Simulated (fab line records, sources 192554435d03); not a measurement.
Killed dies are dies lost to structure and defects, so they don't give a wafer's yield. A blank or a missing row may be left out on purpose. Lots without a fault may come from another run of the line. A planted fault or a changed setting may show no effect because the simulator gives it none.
Which tool did it? | flow n5_finfet | 12 lots, 36 wafers sampled, at 5 steps of a route of 1938

WHAT THE GAUGES READ, wafer by wafer
N5_BEOL_M4_RS_MEAS_58: measures by four-point-probe.
lot  | measured     | on            | M4_RS (ohm/sq)
L075 | day 8 02:42  | film_metro-01 | 0.638 0.670 0.669
L077 | day 8 16:37  | film_metro-02 | 0.707 0.646 0.693
L079 | day 9 05:08  | film_metro-01 | 0.696 0.637 0.677
L083 | day 11 02:26 | film_metro-02 | 0.733 0.689 0.630
L082 | day 11 13:38 | film_metro-02 | 0.692 0.713 0.698
L084 | day 11 21:04 | film_metro-01 | 0.695 0.638 0.684
L087 | day 11 21:13 | film_metro-02 | 0.686 0.684 0.749
L090 | day 13 14:54 | film_metro-02 | 0.667 0.677 0.698
L091 | day 13 05:14 | film_metro-01 | 0.708 0.702 0.652
L093 | day 13 20:10 | film_metro-01 | 0.716 0.638 0.690
L092 | day 14 06:40 | film_metro-01 | 0.675 0.686 0.651
L097 | day 14 14:20 | film_metro-01 | 0.654 0.672 0.632

WHICH TOOL RAN EACH LOT (tool, then ch and the chambers of the sampled wafers, then the start)
lot  | N5_BEOL_M3_SPUTTER_96        | N5_BEOL_M3_PRE_CLEAN_60          | N5_BEOL_M4_SPUTTER_90        | N5_BEOL_M4_ANNEAL_91
L075 | pvd_sputter-02, day 7 14:05  | cvd_co-02 ch 0,2, day 7 14:55    | pvd_sputter-03, day 8 00:59  | pvd_sputter-03, day 8 01:04
L077 | pvd_sputter-02, day 8 02:23  | cvd_co-01 ch 1,2, day 8 03:59    | pvd_sputter-01, day 8 14:31  | pvd_sputter-01, day 8 14:35
L079 | pvd_sputter-03, day 8 10:37  | cvd_co-01 ch 0,2, day 8 11:42    | pvd_sputter-03, day 9 03:25  | pvd_sputter-03, day 9 03:30
L083 | pvd_sputter-03, day 9 15:59  | cvd_co-01 ch 1,2, day 9 17:05    | pvd_sputter-03, day 11 00:44 | pvd_sputter-03, day 11 00:49
L082 | pvd_sputter-03, day 9 21:05  | cvd_co-01 ch 0,2, day 9 21:54    | pvd_sputter-02, day 11 11:56 | pvd_sputter-02, day 11 12:01
L084 | pvd_sputter-03, day 10 06:50 | cvd_co-02 ch 0,1, day 10 07:40   | pvd_sputter-01, day 11 19:21 | pvd_sputter-01, day 11 19:26
L087 | pvd_sputter-03, day 10 20:37 | cvd_co-01 ch 0,1, day 10 21:26   | pvd_sputter-02, day 11 19:29 | pvd_sputter-02, day 11 19:34
L090 | pvd_sputter-01, day 12 09:04 | cvd_co-02 ch 1,2, day 12 09:53   | pvd_sputter-02, day 13 13:08 | pvd_sputter-02, day 13 13:13
L091 | pvd_sputter-03, day 12 17:36 | cvd_co-02 ch 0,1,2, day 12 18:26 | pvd_sputter-01, day 13 03:25 | pvd_sputter-01, day 13 03:29
L093 | pvd_sputter-01, day 12 22:48 | cvd_co-01 ch 0,1,2, day 12 23:38 | pvd_sputter-03, day 13 18:27 | pvd_sputter-03, day 13 18:32
L092 | pvd_sputter-02, day 13 02:14 | cvd_co-01 ch 0,2, day 13 03:10   | pvd_sputter-03, day 14 04:57 | pvd_sputter-03, day 14 05:02
L097 | pvd_sputter-02, day 13 22:35 | cvd_co-01 ch 1,2, day 13 23:25   | pvd_sputter-03, day 14 12:22 | pvd_sputter-03, day 14 12:26
- N5_BEOL_M3_SPUTTER_96: material Cu, target thk 4.5 nm, time 8.29 s.
- N5_BEOL_M3_PRE_CLEAN_60: time 15 s.
- N5_BEOL_M4_SPUTTER_90: material Cu, target thk 4.5 nm, time 8.29 s.
- N5_BEOL_M4_ANNEAL_91: time 240 s.

THE ANSWER, worked out from the rows above alone
Rule: what is usual is taken from the lots themselves. Put in order of their means at a reading, lots are off if they are a third of the lots or fewer, leave a main group of 4 or more, and stand apart from it by a gap of 3 or more times the standard deviation of the main group's means; of several such gaps the widest counts. A main group whose means are all the same, to the digits that the tables above print for the reading, isn't used. A lot without any number at a reading at which 4 lots or more have one is off too. The other lots that the step has rows for count as sound.
No lot is off at any reading shown: from this, nothing can be told.

WHAT THE SIMULATOR HAD PUT IN
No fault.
